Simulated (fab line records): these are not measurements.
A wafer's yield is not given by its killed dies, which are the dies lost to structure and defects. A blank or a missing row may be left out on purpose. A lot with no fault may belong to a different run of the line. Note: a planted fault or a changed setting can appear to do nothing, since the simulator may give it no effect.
Which tool is to blame?    flow nand harc    Sampling: 6 lots, 18 wafers, 5 of 1302 route steps

## WHAT THE GAUGES SHOWED, per wafer
NHARC_END_SORT_01.
lot   measured      on         defect limited yield (%)
L766  day 25 06:34  prober-01  93 92 94
L769  day 26 19:40  prober-01  89 90 87
L778  day 30 15:08  prober-02  92 94 91
L779  day 31 01:58  prober-02  82 84 89
L783  day 32 04:37  prober-02  93 93 94

## WHAT TOOL EACH LOT RAN ON (gives the tool, then ch and the chambers of the sampled wafers, and finally the start)
lot   NHARC_A_M1_DESCUM_14                NHARC_A_M1_ETCH_15                             NHARC_A_M1_ANNEAL_31              NHARC_A_BONDPAD_DEP_00
L766  rie diel-06 ch 0,1,3, day 23 16:33  rie diel-06 ch 1,2, day 23 18:27 or earlier    rtp anneal-01 ch 0, day 23 18:27  pecvd-01 ch 0,1,2, day 23 19:56
L769  rie diel-02 ch 0,1,2, day 25 08:24  rie diel-02 ch 0,1,2, day 25 10:13 or earlier  rtp anneal-02, day 25 10:13       pecvd-03 ch 0,1,2, day 26 19:40 or earlier
L771  rie diel-11 ch 0,1, day 25 17:35    rie diel-11 ch 0,1, day 25 19:31 or earlier    rtp anneal-01, day 25 19:31       pecvd-03 ch 0,1,2, day 25 21:05
L778  rie diel-06 ch 0,2, day 29 01:25    rie diel-06 ch 0,1,2, day 29 03:14 or earlier  rtp anneal-02 ch 0, day 29 03:14  pecvd-02 ch 0,1,2, day 29 04:48
L779  rie diel-06 ch 1,2, day 29 12:47    rie diel-06 ch 0,1,2, day 29 14:34 or earlier  rtp anneal-01 ch 0, day 29 14:34  pecvd-02 ch 0,1,2, day 29 16:08
L783  rie diel-11 ch 0,2,3, day 30 19:47  rie diel-11 ch 0,1,3, day 30 21:31 or earlier  rtp anneal-02 ch 0, day 30 21:31  pecvd-01 ch 0,1,2, day 30 23:05
- NHARC_A_M1_DESCUM_14: chemistry O2, time 3 s.
- NHARC_A_M1_ETCH_15: etches the open film in C4F8/Ar, target depth 182.5 nm, time 91.2 s.
- NHARC_A_M1_ANNEAL_31: time 90 s.
- NHARC_A_BONDPAD_DEP_00: deposits SiCN, target thk 250 nm.

## THE ANSWER, worked out from the rows above alone
Rule: what is usual is taken from the lots themselves. Put in order of their means at a reading, lots are off if they are a third of the lots or fewer, leave a main group of 4 or more, and stand apart from it by a gap of 3 or more times the standard deviation of the main group's means; of several such gaps the widest counts. A main group is skipped when, at the precision printed for the reading in the tables above, its means are all equal. A lot without any number at a reading at which 4 lots or more have one is off too. The other lots that the step has rows for count as sound.
No lot is off on any of the readings shown, so nothing can be concluded from this.

## WHAT THE SIMULATOR HAD INSERTED
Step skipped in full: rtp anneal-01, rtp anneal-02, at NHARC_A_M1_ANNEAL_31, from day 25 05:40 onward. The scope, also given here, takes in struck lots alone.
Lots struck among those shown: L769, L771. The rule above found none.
